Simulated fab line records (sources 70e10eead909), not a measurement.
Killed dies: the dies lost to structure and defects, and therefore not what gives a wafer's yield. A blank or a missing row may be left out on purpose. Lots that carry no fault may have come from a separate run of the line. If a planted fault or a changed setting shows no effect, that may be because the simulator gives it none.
Which tool did it?    flow nandHarc    10 lots with 30 wafers sampled at 5 steps, on a route of 1159 steps

== WHAT THE GAUGES READ, wafer by wafer ==
NHARC_A_M1_CD_MEAS_09: the cd target is 120 nm.
lot   measured      on        cdNm (nm)
L729  day 18 04:48  cdSem-02  121.0 120.4 120.2
L730  day 18 08:25  cdSem-03  121.2 121.3 120.5
L733  day 19 08:52  cdSem-03  120.6 119.8 119.5
L735  day 19 10:00  cdSem-03  119.6 120.2 119.3
L737  day 20 08:20  cdSem-03  108.7 107.9 107.3
L741  day 21 18:26  cdSem-01  108.3 110.2 108.7
L744  day 22 11:10  cdSem-03  120.4 119.7 120.4
L746  day 22 13:11  cdSem-02  119.3 120.2 121.6
L743  day 22 13:28  cdSem-02  121.4 119.8 120.5
L748  day 22 21:36  cdSem-01  119.5 119.6 119.7

== WHAT TOOL EACH LOT RAN ON (gives the tool, then ch and the chambers of the sampled wafers, and finally the start) ==
lot   NHARC_A_M0_ETCH_34                 NHARC_A_M0_STRIP_18                NHARC_A_M0_PVD_21                       NHARC_A_M1_PEB_07
L729  rieDiel-04 ch 0,1,2, day 18 00:53  rieDiel-02 ch 0,2, day 18 01:12    pvdSputter-01, day 18 04:43 or earlier  lithoTrack-04 ch 0, day 18 04:43
L730  rieDiel-02 ch 0,1,3, day 18 03:38  rieDiel-04 ch 0,2,3, day 18 03:56  pvdSputter-02, day 18 08:20 or earlier  lithoTrack-06 ch 0, day 18 08:20
L733  rieDiel-02 ch 0,1,3, day 19 04:53  rieDiel-13 ch 0,3, day 19 05:10    pvdSputter-01, day 19 08:47 or earlier  lithoTrack-04 ch 0, day 19 08:47
L735  rieDiel-04 ch 0,1,3, day 19 06:11  rieDiel-13 ch 0,3, day 19 06:28    pvdSputter-02, day 19 09:55 or earlier  lithoTrack-06 ch 0, day 19 09:55
L737  rieDiel-02 ch 0,2,3, day 20 04:24  rieDiel-04 ch 1,2,3, day 20 04:42  pvdSputter-02, day 20 08:16 or earlier  lithoTrack-06 ch 0, day 20 08:16
L741  rieDiel-02 ch 1,2,3, day 21 14:46  rieDiel-02 ch 0,2, day 21 15:05    pvdSputter-02, day 21 18:21 or earlier  lithoTrack-06 ch 0, day 21 18:21
L744  rieDiel-13 ch 0,1,3, day 22 07:25  rieDiel-13 ch 0,1, day 22 07:42    pvdSputter-03, day 22 11:06 or earlier  lithoTrack-01 ch 0, day 22 11:06
L746  rieDiel-04 ch 1,2, day 22 09:23    rieDiel-13 ch 1,2, day 22 09:42    pvdSputter-02, day 22 13:07 or earlier  lithoTrack-01 ch 0, day 22 13:07
L743  rieDiel-04 ch 0,1,3, day 22 09:32  rieDiel-04 ch 0,1,3, day 22 09:53  pvdSputter-03, day 22 13:23 or earlier  lithoTrack-01 ch 0, day 22 13:23
L748  rieDiel-04 ch 0,1,2, day 22 17:37  rieDiel-13 ch 0,1,2, day 22 17:58  pvdSputter-02, day 22 21:31 or earlier  lithoTrack-01 ch 0, day 22 21:31
- NHARC_A_M0_ETCH_34: etches the open film in N2/H2, target depth 40 nm, overetch 12 nm, time 43.94 s.
- NHARC_A_M0_STRIP_18: strips in N2/H2.
- NHARC_A_M0_PVD_21: deposits Cu, target thk 30 nm, time 20.49 s.
- NHARC_A_M1_PEB_07: peb time 65 s.

== THE ANSWER, worked out from the rows above alone ==
Rule: what is usual is taken from the lots themselves. Put in order of their means at a reading, lots are off if they are a third of the lots or fewer, leave a main group of 4 or more, and stand apart from it by a gap of 3 or more times the standard deviation of the main group's means; of several such gaps the widest counts. A main group whose means are all the same, to the digits that the tables above print for the reading, isn't used. Also off: a lot with no number at a reading for which 4 or more lots have one. Where the step has rows for the other lots, those lots are counted as sound.
Off at NHARC_A_M1_CD_MEAS_09 (cdNm): L737, L741. Main group: mean 120.2 nm, sd 0.44.
If a tool, at a process step before that reading, ran all the lots that are off and no sound lot after the first of them, it fits. Those tools and the gauges at NHARC_A_M1_CD_MEAS_09 are tried in the same way. NHARC_A_M0_PVD_21 gives no start for some lots, so the hours and the order of its lots are those of NHARC_A_M1_PEB_07. Can't be told from this: 2 tools fit, rieDiel-02 at NHARC_A_M0_ETCH_34, lithoTrack-06 at NHARC_A_M1_PEB_07.

== WHAT THE SIMULATOR HAD PUT IN ==
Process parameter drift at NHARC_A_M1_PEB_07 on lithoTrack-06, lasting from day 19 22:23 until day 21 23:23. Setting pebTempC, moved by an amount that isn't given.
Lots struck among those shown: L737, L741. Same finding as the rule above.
